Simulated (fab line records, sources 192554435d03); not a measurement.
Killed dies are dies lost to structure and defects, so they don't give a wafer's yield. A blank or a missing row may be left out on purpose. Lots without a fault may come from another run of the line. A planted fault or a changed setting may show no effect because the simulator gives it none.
fab line records | flow n5_finfet
record lots=24 wafers=72 last_day=21
route steps=1938 shown MOL_CONTACT_COAG@550 BEOL_M0_SAQP@634
lots that met no fault: from a run of the same line without faults
start_h: hours from the record's first day to the start of the lot's first wafer shown | wait_h: hours since the lot's step before | " the same as in the row above | L1.1+2: a row that stands for several wafers | - no value, or no start given | * or withheld: withheld | < > ~ a bound
route shown NAME@n: a module of which the file shows steps, and the number in the route of the first | usual: mean/standard deviation of fault-free wafers | same: alike in all rows | chamber/n: place in a boat | sites: the reading at each site | _std_site: their standard deviation | _edge_site: outer sites' mean less inner sites' | radius_mm: how far each site lies from the wafer's centre | mask NAME#n: copy n | behind: the tool/chamber that last shaped the wafer | hold: why the lot was held/for how many hours/how that ended | device: the transistor (n, p or np) that didn't switch | end of line: the same wafers' tests at the end of the route | a step without rows: its recipe alone | killed: dies lost to structure and defects at the first sort, not the wafer's yield | map: a wafer's dies, x killed, . not, _ none there
set.NAME: the setting as run; set.NAME@STEP: as run at that earlier step | model.NAME: the simulator's own value behind a step, which no gauge read
steps of the route over a sample of lots; a table a step, a row a wafer
services: from which hour (start_h, from the record's first day; less than 0 if before it) a tool's chamber was out of use, for how many hours, and why
## steps
# step N5_MOL_CONTACT_COAG_PRE_CLEAN_142
# recipe gas=H2/He time_s=60 temp_c=300
# usual heater_power_w=463/41 susceptor_temp_C=299.97/0.19
# columns lot.wafer tool chamber start_h wait_h heater_power_w susceptor_temp_C
L074.3 pvd_sputter-01 - 94.80 1.1 463 300.00
L074.4 " - " " 472 299.82
L074.6 " - " " 461 299.78
L075.1 pvd_sputter-01 - 97.70 1.6 442 300.28
L075.3 " - " " 441 299.91
L075.6 " - " " 436 299.92
L076.1 pvd_sputter-03 - 104.32 2.2 410 300.21
L076.4 " - " " 412 299.98
L076.6 " - " " 413 299.96
L077.3 pvd_sputter-02 - 115.73 3.5 444 299.94
L077.5 " - " " 549 299.93
L077.6 " - " " 429 299.87
L078.2 pvd_sputter-01 - 121.56 1.2 439 300.08
L078.4 " - " " 446 299.76
L078.6 " - " " 466 300.13
L079.2 pvd_sputter-02 - 129.22 1.5 543 300.23
L079.3 " - " " 564 300.22
L079.4 " - " " 433 299.98
L080.2 pvd_sputter-01 - 139.48 3.5 474 299.95
L080.3 " - " " 456 300.30
L080.5 " - " " 458 300.07
L081.1 pvd_sputter-01 - 143.12 1.8 451 299.88
L081.2 " - " " 473 300.02
L081.5 " - " " 455 299.86
L082.2 pvd_sputter-01 - 146.41 1.9 470 300.00
L082.5 " - " " 476 300.01
L082.6 " - " " 448 300.13
L083.2 pvd_sputter-03 - 150.38 3.0 414 299.98
L083.3 " - " " 458 300.18
L083.4 " - " " 426 299.99
L084.2 pvd_sputter-01 - 153.76 1.0 472 299.85
L084.4 " - " " 451 300.06
L084.5 " - " " 475 299.89
L085.1 pvd_sputter-01 - 158.36 3.3 453 299.70
L085.2 " - " " 474 300.04
L085.3 " - " " 476 299.50
L086.3 pvd_sputter-01 - 165.93 2.3 447 300.07
L086.4 " - " " 443 300.25
L086.5 " - " " 447 300.53
L087.2 pvd_sputter-02 - 171.60 1.2 425 299.80
L087.3 " - " " 576 300.16
L087.5 " - " " 568 300.39
L088.3 pvd_sputter-02 - 174.06 0.7 549 299.87
L088.5 " - " " 575 299.69
L088.6 " - " " 433 300.11
L089.2 pvd_sputter-02 - 182.28 2.1 432 299.71
L089.4 " - " " 436 299.81
L089.6 " - " " 553 300.05
L090.2 pvd_sputter-01 - 185.68 1.1 441 300.11
L090.4 " - " " 490 299.82
L090.5 " - " " 449 300.02
L091.1 pvd_sputter-03 - 194.43 2.1 449 299.91
L091.2 " - " " 418 299.83
L091.4 " - " " 396 299.86
L092.1 pvd_sputter-01 - 204.32 1.2 437 299.89
L092.4 " - " " 474 299.74
L092.6 " - " " 475 299.73
L093.1 pvd_sputter-01 - 206.62 1.4 445 299.85
L093.5 " - " " 443 300.05
L093.6 " - " " 466 299.76
L094.2 pvd_sputter-03 - 219.82 2.4 413 299.87
L094.3 " - " " 449 300.00
L094.4 " - " " 458 300.08
L095.2 pvd_sputter-03 - 220.68 2.6 453 300.03
L095.3 " - " " 429 299.92
L095.5 " - " " 412 300.10
L096.2 pvd_sputter-01 - 224.63 1.2 483 299.85
L096.3 " - " " 448 300.16
L096.4 " - " " 448 300.20
L097.1 pvd_sputter-02 - 234.78 2.8 535 300.32
L097.2 " - " " 440 300.05
L097.4 " - " " 589 299.94
# step N5_MOL_CONTACT_COAG_ETCHBACK_132
# recipe chemistry=CHF3 target=SiO2 target_depth_a=100 time_s=6.7 ion_energy_ev=200 pressure_mtorr=30 source_w=610 bias_w=170 Ar_flow_sccm=200 CHF3_flow_sccm=50
# usual drypump_motor_current_A=5.6/0.53 oes_product_au=0.77/0.077 rf_vpp_V=526/16 showerhead_plenum_p_Torr=2.39/0.057 throttle_valve_pct=18.57/0.18
# columns lot.wafer tool chamber start_h wait_h drypump_motor_current_A oes_product_au rf_hours_counter_h rf_vpp_V showerhead_plenum_p_Torr throttle_valve_pct
L074.3 rie_diel-04 1 99.86 0.1 6.3 0.96 10 548 2.45 18.79
L074.4 " 3 " " 6.5 0.73 186 497 2.44 18.41
L074.6 " 0 " " 5.8 0.70 - 526 2.38 18.73
L075.1 rie_diel-01 1 102.82 0.1 5.1 0.76 140 531 2.49 18.65
L075.3 " 2 " " 5.2 0.71 211 524 2.29 18.64
L075.6 " 0 " " 5.5 0.74 - 538 2.39 18.78
L076.1 rie_diel-01 0 108.58 0.1 5.5 0.74 172 538 2.38 18.78
L076.4 " 3 " " 5.7 0.88 39 506 2.32 18.28
L076.6 " 2 " " 5.3 0.71 - 525 2.29 18.64
L077.3 rie_diel-05 1 120.49 0.1 6.4 0.90 17 507 2.35 18.38
L077.5 " 2 " " 5.4 0.79 - 533 2.42 18.45
L077.6 " 0 " " 5.3 0.81 - 528 2.41 18.58
L078.2 rie_diel-01 0 126.07 0.1 5.5 0.72 177 539 2.38 18.79
L078.4 " 1 " " 5.0 0.75 145 531 2.49 18.65
L078.6 " 2 " " 5.2 0.70 - 526 2.28 18.65
L079.2 rie_diel-05 3 134.05 0.1 5.2 0.96 4 542 2.34 18.40
L079.3 " 2 " " 5.4 0.78 123 533 2.41 18.46
L079.4 " 1 " " 6.5 0.88 20 505 2.35 18.38
L080.2 rie_diel-05 3 144.12 0.1 5.3 0.96 7 542 2.34 18.41
L080.3 " 2 " " 5.4 0.77 126 533 2.41 18.48
L080.5 " 1 " " 6.4 0.88 - 505 2.35 18.39
L081.1 rie_diel-04 0 148.46 0.1 5.8 0.69 216 528 2.38 18.74
L081.2 " 2 " " 4.9 0.74 132 542 2.39 18.33
L081.5 " 3 " " 6.6 0.72 - 497 2.44 18.44
L082.2 rie_diel-04 0 150.82 0.1 5.7 0.70 217 526 2.38 18.75
L082.5 " 2 " " 4.9 0.75 - 543 2.39 18.34
L082.6 " 3 " " 6.5 0.72 - 496 2.44 18.45
L083.2 rie_diel-04 2 154.79 0.1 4.9 0.75 134 541 2.39 18.34
L083.3 " 1 " " 6.3 0.90 25 548 2.44 18.80
L083.4 " 0 " " 5.7 0.69 218 528 2.38 18.73
L084.2 rie_diel-01 2 158.88 0.1 5.2 0.70 223 525 2.28 18.66
L084.4 " 0 " " 5.5 0.73 183 539 2.38 18.80
L084.5 " 0 " " 5.5 0.72 - 537 2.38 18.79
L085.1 rie_diel-01 0 163.52 0.1 5.5 0.72 184 538 2.38 18.81
L085.2 " 3 " " 5.7 0.85 52 503 2.32 18.29
L085.3 " 1 " " 5.0 0.74 153 533 2.48 18.66
L086.3 rie_diel-01 0 170.93 0.1 5.5 0.72 186 538 2.38 18.81
L086.4 " 2 " " 5.2 0.70 226 526 2.28 18.67
L086.5 " 3 " " 5.7 0.85 - 504 2.32 18.31
L087.2 rie_diel-01 1 176.74 0.1 5.1 0.74 156 531 2.48 18.66
L087.3 " 2 " " 5.3 0.69 227 524 2.28 18.68
L087.5 " 0 " " 5.5 0.71 - 539 2.38 18.81
L088.3 rie_diel-04 2 178.46 0.1 4.9 0.74 140 543 2.39 18.33
L088.5 " 0 " " 5.7 0.68 - 529 2.38 18.74
L088.6 " 3 " " 6.6 0.72 - 497 2.44 18.45
L089.2 rie_diel-01 3 186.86 0.1 5.7 0.83 59 505 2.32 18.32
L089.4 " 1 " " 5.1 0.75 160 531 2.48 18.67
L089.6 " 0 " " 5.5 0.72 - 538 2.38 18.81
L090.2 rie_diel-04 0 190.19 0.1 5.7 0.67 229 528 2.37 18.74
L090.4 " 1 " " 6.4 0.89 33 547 2.44 18.83
L090.5 " 3 " " 6.5 0.71 - 496 2.43 18.46
L091.1 rie_diel-04 0 198.84 0.1 5.7 0.68 230 531 2.37 18.76
L091.2 " 1 " " 6.3 0.89 34 548 2.44 18.82
L091.4 " 3 " " 6.5 0.71 212 497 2.43 18.46
L092.1 rie_diel-04 0 209.11 0.1 5.8 0.68 233 528 2.37 18.75
L092.4 " 1 " " 6.4 0.89 - 547 2.44 18.83
L092.6 " 0 " " 5.8 0.67 - 528 2.37 18.75
L093.1 rie_diel-05 1 211.10 0.1 6.4 0.84 42 506 2.34 18.41
L093.5 " 2 " " 5.4 0.76 - 533 2.41 18.49
L093.6 " 1 " " 6.4 0.86 - 505 2.34 18.40
L094.2 rie_diel-01 3 224.21 0.1 5.6 0.82 71 505 2.31 18.33
L094.3 " 1 " " 5.0 0.73 172 531 2.48 18.70
L094.4 " 2 " " 5.2 0.68 244 527 2.27 18.69
L095.2 rie_diel-04 0 226.16 0.1 5.7 0.67 241 528 2.37 18.77
L095.3 " 2 " " 4.9 0.73 155 542 2.38 18.37
L095.5 " 0 " " 5.7 0.67 - 528 2.37 18.78
L096.2 rie_diel-05 0 228.90 0.1 5.2 0.78 113 525 2.40 18.63
L096.3 " 2 " " 5.4 0.77 151 534 2.40 18.50
L096.4 " 1 " " 6.4 0.84 47 506 2.34 18.41
L097.1 rie_diel-01 1 239.75 0.1 5.1 0.73 179 531 2.47 18.72
L097.2 " 0 " " 5.5 0.70 209 537 2.37 18.84
L097.4 " 1 " " 5.1 0.72 - 532 2.47 18.70
# step N5_MOL_CONTACT_COAG_VIA_ETCH_46
# recipe chemistry=C4F6/O2 target_depth_a=460 overetch_a=92 mask_material=SOC target=SiO2 bias_w=455 pressure_mtorr=10 time_s=40 source_w=325 Ar_flow_sccm=300 C4F6_flow_sccm=10 O2_flow_sccm=10 ion_energy_ev=575.3 ends=end_point
# usual drypump_motor_current_A=5.6/0.53 oes_product_au=0.69/0.068 rf_vpp_V=1592/45 showerhead_plenum_p_Torr=2.85/0.068 throttle_valve_pct=40.6/0.4
# columns lot.wafer tool chamber start_h wait_h drypump_motor_current_A oes_product_au rf_hours_counter_h rf_vpp_V showerhead_plenum_p_Torr throttle_valve_pct
L074.3 rie_diel-04 1 100.02 0.0 6.3 0.83 11 1648 2.91 41.0
L074.4 " 3 " " 6.6 0.66 186 1511 2.91 39.8
L074.6 " 0 " " 5.8 0.63 - 1601 2.85 40.6
L075.1 rie_diel-01 1 102.98 0.0 5.1 0.69 141 1611 2.97 40.8
L075.3 " 2 " " 5.3 0.62 211 1588 2.73 40.9
L075.6 " 0 " " 5.5 0.66 - 1628 2.85 41.0
L076.1 rie_diel-01 0 108.74 0.0 5.5 0.64 172 1627 2.85 41.0
L076.4 " 3 " " 5.7 0.78 40 1529 2.77 40.0
L076.6 " 2 " " 5.2 0.64 - 1587 2.73 40.9
L077.3 rie_diel-05 1 120.65 0.0 6.4 0.81 17 1535 2.81 40.8
L077.5 " 2 " " 5.3 0.70 - 1615 2.89 40.9
L077.6 " 0 " " 5.3 0.73 - 1594 2.87 40.7
L078.2 rie_diel-01 0 126.23 0.0 5.5 0.65 177 1630 2.85 41.0
L078.4 " 1 " " 5.1 0.67 145 1611 2.97 40.8
L078.6 " 2 " " 5.2 0.64 - 1588 2.73 40.9
L079.2 rie_diel-05 3 134.21 0.0 5.2 0.86 4 1636 2.79 40.4
L079.3 " 2 " " 5.4 0.69 123 1615 2.89 40.9
L079.4 " 1 " " 6.4 0.79 20 1534 2.80 40.8
L080.2 rie_diel-05 3 144.28 0.0 5.3 0.88 7 1637 2.79 40.4
L080.3 " 2 " " 5.4 0.68 126 1615 2.88 40.9
L080.5 " 1 " " 6.4 0.80 - 1536 2.80 40.8
L081.1 rie_diel-04 0 148.62 0.0 5.7 0.61 217 1601 2.85 40.6
L081.2 " 2 " " 4.9 0.68 132 1641 2.86 40.7
L081.5 " 3 " " 6.5 0.65 - 1512 2.91 39.8
L082.2 rie_diel-04 0 150.97 0.0 5.8 0.61 217 1602 2.84 40.6
L082.5 " 2 " " 4.9 0.70 - 1642 2.86 40.8
L082.6 " 3 " " 6.5 0.65 - 1512 2.91 39.8
L083.2 rie_diel-04 2 154.95 0.0 4.9 0.68 134 1641 2.86 40.7
L083.3 " 1 " " 6.4 0.79 25 1649 2.91 41.0
L083.4 " 0 " " 5.7 0.62 218 1601 2.84 40.6
L084.2 rie_diel-01 2 159.04 0.0 5.3 0.62 223 1588 2.72 40.9
L084.4 " 0 " " 5.5 0.66 183 1627 2.85 41.0
L084.5 " 0 " " 5.5 0.65 - 1628 2.85 41.1
L085.1 rie_diel-01 0 163.67 0.0 5.5 0.65 185 1627 2.85 41.0
L085.2 " 3 " " 5.6 0.77 52 1530 2.76 40.0
L085.3 " 1 " " 5.1 0.67 153 1609 2.97 40.8
L086.3 rie_diel-01 0 171.09 0.0 5.5 0.63 186 1627 2.84 41.0
L086.4 " 2 " " 5.2 0.63 226 1589 2.72 40.9
L086.5 " 3 " " 5.6 0.76 - 1531 2.76 40.0
L087.2 rie_diel-01 1 176.90 0.0 5.1 0.67 156 1611 2.96 40.8
L087.3 " 2 " " 5.2 0.63 227 1586 2.72 40.9
L087.5 " 0 " " 5.5 0.65 - 1625 2.84 41.1
L088.3 rie_diel-04 2 178.62 0.0 4.9 0.66 140 1640 2.86 40.7
L088.5 " 0 " " 5.8 0.61 - 1600 2.84 40.6
L088.6 " 3 " " 6.5 0.65 - 1510 2.90 39.8
L089.2 rie_diel-01 3 187.02 0.0 5.6 0.75 59 1531 2.76 40.0
L089.4 " 1 " " 5.1 0.67 160 1610 2.96 40.8
L089.6 " 0 " " 5.5 0.65 - 1628 2.84 41.1
L090.2 rie_diel-04 0 190.35 0.0 5.7 0.60 229 1602 2.84 40.6
L090.4 " 1 " " 6.4 0.78 33 1650 2.90 41.1
L090.5 " 3 " " 6.6 0.63 - 1510 2.90 39.8
L091.1 rie_diel-04 0 199.00 0.0 5.8 0.62 230 1601 2.84 40.6
L091.2 " 1 " " 6.4 0.77 34 1648 2.90 41.0
L091.4 " 3 " " 6.5 0.66 212 1512 2.90 39.9
L092.1 rie_diel-04 0 209.26 0.0 5.7 0.61 234 1602 2.84 40.6
L092.4 " 1 " " 6.3 0.77 - 1649 2.90 41.1
L092.6 " 0 " " 5.7 0.61 - 1600 2.84 40.6
L093.1 rie_diel-05 1 211.25 0.0 6.4 0.76 42 1535 2.79 40.8
L093.5 " 2 " " 5.4 0.69 - 1616 2.87 40.9
L093.6 " 1 " " 6.4 0.78 - 1535 2.80 40.8
L094.2 rie_diel-01 3 224.37 0.0 5.6 0.74 71 1530 2.75 40.0
L094.3 " 1 " " 5.1 0.64 172 1609 2.96 40.8
L094.4 " 2 " " 5.3 0.62 244 1586 2.71 40.9
L095.2 rie_diel-04 0 226.32 0.0 5.8 0.60 241 1599 2.83 40.6
L095.3 " 2 " " 4.9 0.66 155 1639 2.85 40.8
L095.5 " 0 " " 5.8 0.60 - 1601 2.83 40.6
L096.2 rie_diel-05 0 229.06 0.0 5.3 0.70 113 1592 2.86 40.7
L096.3 " 2 " " 5.4 0.67 151 1616 2.87 40.9
L096.4 " 1 " " 6.4 0.77 47 1534 2.79 40.8
L097.1 rie_diel-01 1 239.91 0.0 5.1 0.66 179 1609 2.95 40.8
L097.2 " 0 " " 5.5 0.62 209 1626 2.84 41.0
L097.4 " 1 " " 5.1 0.65 - 1610 2.95 40.8
# step N5_MOL_CONTACT_COAG_ETCH_66
# recipe chemistry=CF4 target=SiARC target_depth_a=130 mask_material=CAR-EUV time_s=21.7 ion_energy_ev=80 pressure_mtorr=40 source_w=545 bias_w=36 Ar_flow_sccm=100 cf4_flow_sccm=100 ends=cleared
# usual drypump_motor_current_A=5.6/0.56 etch_rf_on_time_s=22.0/0.59 oes_product_au=0.67/0.072 rf_vpp_V=183.9/0.99 showerhead_plenum_p_Torr=2.14/0.045 throttle_valve_pct=15.43/0.15
# columns lot.wafer tool chamber start_h wait_h drypump_motor_current_A etch_rf_on_time_s oes_product_au rf_hours_counter_h rf_vpp_V showerhead_plenum_p_Torr throttle_valve_pct
L074.3 rie_diel-04 1 100.88 0.0 6.4 21.2 0.81 11 184.5 2.19 15.49
L074.4 " 3 " " 6.5 21.4 0.63 186 184.4 2.21 15.43
L074.6 " 3 " " 6.6 21.5 0.63 - 184.5 2.21 15.44
L075.1 rie_diel-05 3 103.93 0.0 5.3 22.6 0.55 250 183.5 2.12 15.83
L075.3 " 2 " " 5.4 21.4 0.68 117 184.7 2.17 15.29
L075.6 " 0 " " 5.2 22.3 0.69 - 183.8 2.18 15.51
L076.1 rie_diel-05 0 109.57 0.0 5.3 22.4 0.68 84 184.0 2.18 15.50
L076.4 " 1 " " 6.4 22.2 0.77 - 183.4 2.12 15.22
L076.6 " 2 " " 5.4 21.1 0.68 - 182.9 2.17 15.31
L077.3 rie_diel-05 1 121.48 0.0 6.4 22.2 0.76 17 183.5 2.12 15.22
L077.5 " 0 " " 5.3 22.4 0.68 - 184.7 2.17 15.50
L077.6 " 3 " " 5.3 22.2 0.86 - 183.8 2.12 15.33
L078.2 rie_diel-04 0 127.06 0.0 5.7 21.7 0.59 214 184.2 2.13 15.62
L078.4 " 3 " " 6.6 21.3 0.62 193 184.8 2.20 15.45
L078.6 " 0 " " 5.7 21.8 0.59 - 183.7 2.13 15.61
L079.2 rie_diel-04 2 135.04 0.0 4.9 23.5 0.63 128 183.1 2.14 15.19
L079.3 " 1 " " 6.4 21.4 0.77 20 185.7 2.18 15.51
L079.4 " 2 " " 4.9 23.4 0.63 - 185.5 2.14 15.20
L080.2 rie_diel-05 1 145.23 0.0 6.4 22.2 0.75 24 184.1 2.11 15.25
L080.3 " 2 " " 5.4 21.4 0.67 126 185.8 2.16 15.32
L080.5 " 2 " " 5.3 21.5 0.67 - 184.6 2.16 15.32
L081.1 rie_diel-05 2 149.45 0.0 5.4 21.3 0.67 127 183.6 2.16 15.31
L081.2 " 1 " " 6.4 22.4 0.74 25 183.5 2.11 15.25
L081.5 " 0 " " 5.3 22.1 0.68 - 183.9 2.17 15.53
L082.2 rie_diel-05 2 151.81 0.0 5.4 21.6 0.66 127 183.5 2.16 15.31
L082.5 " 2 " " 5.4 21.5 0.66 - 184.1 2.16 15.31
L082.6 " 1 " " 6.4 22.5 0.74 - 183.1 2.11 15.25
L083.2 rie_diel-01 3 155.90 0.0 5.7 21.5 0.74 50 183.7 2.10 15.22
L083.3 " 2 " " 5.2 21.7 0.60 222 182.6 2.05 15.55
L083.4 " 0 " " 5.5 22.2 0.61 183 183.8 2.14 15.69
L084.2 rie_diel-01 2 160.03 0.0 5.2 21.6 0.60 224 181.9 2.05 15.54
L084.4 " 1 " " 5.0 22.1 0.63 152 185.9 2.22 15.48
L084.5 " 1 " " 5.1 22.0 0.63 - 185.4 2.22 15.47
L085.1 rie_diel-04 1 164.85 0.0 6.4 21.2 0.77 27 183.4 2.18 15.54
L085.2 " 3 " " 6.6 21.5 0.62 203 183.7 2.20 15.47
L085.3 " 0 " " 5.7 22.1 0.58 220 183.4 2.13 15.63
L086.3 rie_diel-01 0 172.05 0.0 5.5 21.9 0.62 187 183.9 2.14 15.71
L086.4 " 3 " " 5.7 21.3 0.73 55 182.6 2.09 15.25
L086.5 " 3 " " 5.6 21.2 0.74 - 184.0 2.09 15.25
L087.2 rie_diel-04 0 177.76 0.0 5.8 22.2 0.58 224 182.7 2.13 15.63
L087.3 " 3 " " 6.6 21.5 0.62 207 185.6 2.20 15.47
L087.5 " 1 " " 6.3 21.8 0.76 - 182.9 2.18 15.54
L088.3 rie_diel-01 3 179.75 0.0 5.6 21.6 0.74 57 182.9 2.09 15.25
L088.5 " 2 " " 5.2 21.7 0.60 - 182.6 2.04 15.56
L088.6 " 3 " " 5.6 21.5 0.74 - 183.7 2.09 15.25
L089.2 rie_diel-04 0 187.98 0.0 5.7 22.0 0.58 229 181.9 2.13 15.64
L089.4 " 2 " " 4.9 23.1 0.62 144 184.5 2.14 15.22
L089.6 " 3 " " 6.5 21.2 0.61 - 185.4 2.20 15.49
L090.2 rie_diel-05 1 191.30 0.0 6.4 22.5 0.73 36 183.3 2.11 15.27
L090.4 " 2 " " 5.4 21.1 0.66 138 182.9 2.16 15.34
L090.5 " 2 " " 5.4 21.3 0.65 - 184.7 2.16 15.34
L091.1 rie_diel-05 1 199.96 0.0 6.4 22.3 0.73 38 184.2 2.11 15.27
L091.2 " 2 " " 5.4 21.1 0.66 140 183.4 2.16 15.35
L091.4 " 0 " " 5.3 22.2 0.67 104 184.4 2.17 15.53
L092.1 rie_diel-01 1 210.14 0.0 5.1 22.1 0.62 168 184.4 2.21 15.51
L092.4 " 2 " " 5.3 21.7 0.59 - 183.2 2.04 15.57
L092.6 " 1 " " 5.1 22.1 0.62 - 185.4 2.21 15.50
L093.1 rie_diel-01 2 212.21 0.0 5.2 21.7 0.60 240 183.0 2.04 15.57
L093.5 " 3 " " 5.6 21.4 0.73 - 182.7 2.09 15.25
L093.6 " 2 " " 5.2 21.7 0.59 - 182.3 2.04 15.56
L094.2 rie_diel-04 3 225.70 0.0 6.5 21.7 0.61 218 184.1 2.20 15.51
L094.3 " 2 " " 4.9 23.2 0.61 155 183.7 2.14 15.23
L094.4 " 0 " " 5.8 22.1 0.57 241 183.7 2.12 15.66
L095.2 rie_diel-05 2 227.34 0.0 5.3 21.6 0.64 150 183.7 2.15 15.36
L095.3 " 1 " " 6.4 22.6 0.72 47 181.4 2.11 15.28
L095.5 " 3 " " 5.2 22.3 0.78 - 183.3 2.11 15.38
L096.2 rie_diel-04 3 230.82 0.0 6.5 21.5 0.61 221 183.4 2.19 15.50
L096.3 " 1 " " 6.4 21.4 0.74 47 184.9 2.17 15.57
L096.4 " 0 " " 5.7 21.8 0.57 243 182.9 2.12 15.68
L097.1 rie_diel-04 3 241.07 0.0 6.6 21.3 0.61 224 185.3 2.19 15.51
L097.2 " 0 " " 5.8 21.8 0.57 247 184.1 2.12 15.67
L097.4 " 2 " " 4.9 23.0 0.61 161 183.7 2.13 15.26
# step N5_MOL_CONTACT_COAG_INSPECT_97
# recipe inspect_instrument=darkfield mode=post_anneal
# usual raw_defect_count=44/18
# columns lot.wafer tool chamber start_h wait_h raw_defect_count
L074.3 defect_inspect-02 - 105.65 0.1 42
L074.4 " - " " 29
L074.6 " - " " 90
L075.1 defect_inspect-01 - 108.62 0.0 27
L075.3 " - " " 73
L075.6 " - " " 18
L076.1 defect_inspect-02 - 114.23 0.0 30
L076.4 " - " " 64
L076.6 " - " " 42
L077.3 defect_inspect-01 - 126.22 0.1 54
L077.5 " - " " 30
L077.6 " - " " 34
L078.2 defect_inspect-02 - 132.18 0.0 29
L078.4 " - " " 24
L078.6 " - " " 38
L079.2 defect_inspect-02 - 139.95 0.0 86
L079.3 " - " " 50
L079.4 " - " " 62
L080.2 defect_inspect-01 - 150.41 0.1 41
L080.3 " - " " 45
L080.5 " - " " 59
L081.1 defect_inspect-01 - 154.37 0.0 47
L081.2 " - " " 60
L081.5 " - " " 61
L082.2 defect_inspect-02 - 157.39 0.0 47
L082.5 " - " " 31
L082.6 " - " " 25
L083.2 defect_inspect-02 - 160.76 0.1 61
L083.3 " - " " 61
L083.4 " - " " 45
L084.2 defect_inspect-01 - 164.67 0.1 34
L084.4 " - " " 25
L084.5 " - " " 24
L085.1 defect_inspect-01 - 169.46 0.0 61
L085.2 " - " " 42
L085.3 " - " " 49
L086.3 defect_inspect-02 - 176.78 0.1 20
L086.4 " - " " 45
L086.5 " - " " 61
L087.2 defect_inspect-01 - 182.37 0.0 55
L087.3 " - " " 32
L087.5 " - " " 25
L088.3 defect_inspect-01 - 185.39 0.1 44
L088.5 " - " " 52
L088.6 " - " " 27
L089.2 defect_inspect-02 - 193.20 0.1 73
L089.4 " - " " 67
L089.6 " - " " 75
L090.2 defect_inspect-01 - 196.30 0.0 31
L090.4 " - " " 43
L090.5 " - " " 37
L091.1 defect_inspect-02 - 204.74 0.0 41
L091.2 " - " " 44
L091.4 " - " " 39
L092.1 defect_inspect-01 - 214.75 0.0 38
L092.4 " - " " 31
L092.6 " - " " 26
L093.1 defect_inspect-01 - 217.73 0.0 16
L093.5 " - " " 62
L093.6 " - " " 23
L094.2 defect_inspect-02 - 230.32 0.0 63
L094.3 " - " " 39
L094.4 " - " " 20
L095.2 defect_inspect-02 - 233.33 0.1 25
L095.3 " - " " 47
L095.5 " - " " 25
L096.2 defect_inspect-01 - 236.32 0.0 19
L096.3 " - " " 37
L096.4 " - " " 43
L097.1 defect_inspect-02 - 245.99 0.0 32
L097.2 " - " " 71
L097.4 " - " " 37
# step N5_BEOL_M0_SAQP_HM_DEP_02
# recipe material=TiN target_thk_a=120 temp_c=25 chamber_pressure_pa=0.49996
# usual susceptor_temp_C=24.99/0.1 throttle_valve_pct=30.4/0.64
# columns lot.wafer tool chamber start_h wait_h susceptor_temp_C throttle_valve_pct
L074.3 pvd_sputter-03 - 106.05 0.0 25.04 30.5
L074.4 " - " " 25.04 30.5
L074.6 " - " " 24.99 30.1
L075.1 pvd_sputter-02 - 109.03 0.0 24.83 30.1
L075.3 " - " " 24.97 31.1
L075.6 " - " " 25.02 30.1
L076.1 pvd_sputter-03 - 115.98 1.4 24.93 32.0
L076.4 " - " " 24.97 30.8
L076.6 " - " " 25.01 30.7
L077.3 pvd_sputter-03 - 126.59 0.0 25.13 30.6
L077.5 " - " " 24.93 30.0
L077.6 " - " " 24.89 30.7
L078.2 pvd_sputter-02 - 132.57 0.0 25.07 30.0
L078.4 " - " " 24.96 30.8
L078.6 " - " " 24.99 29.9
L079.2 pvd_sputter-01 - 140.78 0.5 25.05 30.8
L079.3 " - " " 24.99 30.2
L079.4 " - " " 25.22 30.7
L080.2 pvd_sputter-03 - 150.80 0.0 25.02 30.5
L080.3 " - " " 24.92 29.2
L080.5 " - " " 24.86 30.6
L081.1 pvd_sputter-01 - 158.08 3.3 25.04 31.0
L081.2 " - " " 24.93 30.2
L081.5 " - " " 25.01 30.8
L082.2 pvd_sputter-03 - 158.85 1.1 24.90 30.7
L082.5 " - " " 24.95 30.7
L082.6 " - " " 25.22 29.4
L083.2 pvd_sputter-01 - 162.30 1.2 25.13 30.9
L083.3 " - " " 25.09 30.3
L083.4 " - " " 25.12 30.1
L084.2 pvd_sputter-02 - 168.75 3.7 24.93 30.2
L084.4 " - " " 24.95 29.9
L084.5 " - " " 24.97 29.5
L085.1 pvd_sputter-03 - 169.87 0.0 24.94 30.5
L085.2 " - " " 25.01 29.2
L085.3 " - " " 24.92 30.2
L086.3 pvd_sputter-03 - 179.15 2.0 24.76 29.2
L086.4 " - " " 24.86 30.2
L086.5 " - " " 25.04 30.1
L087.2 pvd_sputter-01 - 182.80 0.1 24.91 30.9
L087.3 " - " " 24.85 30.7
L087.5 " - " " 24.99 30.6
L088.3 pvd_sputter-01 - 186.10 0.4 25.14 30.9
L088.5 " - " " 24.95 30.4
L088.6 " - " " 24.93 30.9
L089.2 pvd_sputter-02 - 194.50 0.9 25.05 30.3
L089.4 " - " " 25.03 30.9
L089.6 " - " " 25.14 30.9
L090.2 pvd_sputter-01 - 200.88 4.2 24.82 30.3
L090.4 " - " " 24.94 30.3
L090.5 " - " " 24.91 30.5
L091.1 pvd_sputter-03 - 205.15 0.0 24.93 29.5
L091.2 " - " " 24.99 31.8
L091.4 " - " " 25.04 30.3
L092.1 pvd_sputter-03 - 216.65 1.5 25.09 29.3
L092.4 " - " " 24.91 31.7
L092.6 " - " " 24.93 30.5
L093.1 pvd_sputter-03 - 220.10 2.0 25.04 30.2
L093.5 " - " " 25.00 30.3
L093.6 " - " " 24.92 30.9
L094.2 pvd_sputter-03 - 231.24 0.6 25.19 30.1
L094.3 " - " " 24.99 30.7
L094.4 " - " " 25.17 32.0
L095.2 pvd_sputter-02 - 235.04 1.4 24.92 30.1
L095.3 " - " " 25.03 31.0
L095.5 " - " " 24.90 29.9
L096.2 pvd_sputter-02 - 238.96 2.3 25.02 29.8
L096.3 " - " " 24.97 31.1
L096.4 " - " " 24.82 30.5
L097.1 pvd_sputter-01 - 248.62 2.2 25.06 30.8
L097.2 " - " " 24.94 30.2
L097.4 " - " " 25.02 30.4
## services
# columns tool chamber start_h hours kind
pvd_sputter-02 - 86.23 5.7 repair
pvd_sputter-01 - 102.01 15.5 repair
pvd_sputter-03 - 106.97 1.1 repair
rie_diel-01 1 110.94 3.2 repair
pvd_sputter-02 - 118.55 0.5 repair
rie_diel-01 - 123.84 1.0 repair
rie_diel-04 0 130.04 8.7 repair
pvd_sputter-03 - 135.19 3.9 repair
pvd_sputter-01 - 147.54 3.7 repair
rie_diel-01 - 147.93 0.5 repair
pvd_sputter-03 - 175.65 1.1 repair
rie_diel-05 - 177.06 2.8 pm
pvd_sputter-02 - 184.70 1.4 repair
rie_diel-05 - 188.93 0.2 repair
rie_diel-04 3 206.48 9.8 repair
rie_diel-01 0 208.40 5.3 repair
rie_diel-05 - 208.65 0.6 repair
rie_diel-01 3 226.33 4.3 repair
rie_diel-05 1 232.14 1.4 repair
rie_diel-01 2 238.47 - clean
rie_diel-01 2 238.47 - consumable_replace:focus_ring
rie_diel-01 2 238.47 - consumable_replace:showerhead
rie_diel-01 2 238.47 17.9 scheduled_down
rie_diel-01 2 238.47 17.9 vent_cycle
## key
fault none
